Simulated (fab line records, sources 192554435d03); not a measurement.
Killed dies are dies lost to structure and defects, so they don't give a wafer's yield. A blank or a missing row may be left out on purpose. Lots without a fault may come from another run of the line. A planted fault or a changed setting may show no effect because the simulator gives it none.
Problem report in the 8D (eight disciplines) form, filled by code | flow n5_finfet | the parts of the form that need people (team, actions taken, sign-off) are left out

1. THE PROBLEM
spin_speed_rpm at N5_BEOL_M5_COAT_71 reads a mean of 1648.2 rpm on 6 wafers of 2 lots; wafers without a fault read 1500.0 rpm with a standard deviation of 0.94. That is +99 or more standard deviations from the usual mean.
The step: time 60 s, resist thk 5 nm.
First seen on wafer L377.3, day 12 01:29, on litho_track-05. The record holds 35 wafers of 13 lots with a number at this step. Rule for "out", or "out of limits": more than 4 standard deviations from the usual mean. The other wafers with a number count as sound.

2. WHAT IT IS AND WHAT IT IS NOT
question                    | is                     | is not
which readings at this step | spin_speed_rpm         | heater_power_total_W
which lots                  | L377, L379             | L364, L365, L366, L367, L368, L370, L371, L375, L376, L381, L387
which wafers of those lots  | all that have a number | -
read on which tools         | litho_track-05         | litho_track-04
when                        | from day 12 01:29      | up to then (23 sound wafers); but 6 sound wafers of L381, L387 came after

3. SUSPECTS, AND WHAT RULES EACH OUT
Counting: a tool at a process step up to the reading stays a suspect if it ran every lot that is out and no sound lot after the first of them.
- pecvd-02 at N5_BEOL_M4_DEP_57 (deposits SiCN from 3MS/NH3, target thk 8 nm, time 14 s): kept. It ran every lot that is out, first L377 (day 11 22:14), and no sound lot after that; its last sound lot up to then is L375 (day 11 10:40).
- litho_track-05 at N5_BEOL_M5_COAT_71 (time 60 s, resist thk 5 nm): kept. It ran every lot that is out, first L377 (day 12 01:29), and no sound lot after that; its last sound lot up to then is L376 (day 11 10:35). Its own readings are out on those wafers: spin_speed_rpm.
Left after counting: pecvd-02 at N5_BEOL_M4_DEP_57, litho_track-05 at N5_BEOL_M5_COAT_71.

4. THE CAUSE (what the simulator had put in)
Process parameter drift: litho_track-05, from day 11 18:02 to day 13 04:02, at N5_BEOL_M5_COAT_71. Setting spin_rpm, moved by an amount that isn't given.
Counting left 2 suspects, and this tool is among them.

5. THE CHAIN OF EFFECTS, in route order
Each row: a reading whose mean over the struck wafers that have a number lies more than 3 standard deviations from the usual. Only readings for which the record gives a usual standard deviation are gone through. hours: the time from each lot's start at the first step in this table that gives one to its start at this step, as a median over the lots. sigmas: the change in usual standard deviations.
hours | step               | reading        | usual      | on struck wafers | change | sigmas
0     | N5_BEOL_M5_COAT_71 | spin_speed_rpm | 1500.0 rpm | 1648.2           | +148.2 | +99 or more
The process steps in it:
- N5_BEOL_M5_COAT_71: time 60 s, resist thk 5 nm.

6. WHAT WOULD HAVE CAUGHT IT SOONER
In this record the first reading out of limits was taken at day 12 01:29, 7 hours after the fault began at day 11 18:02.
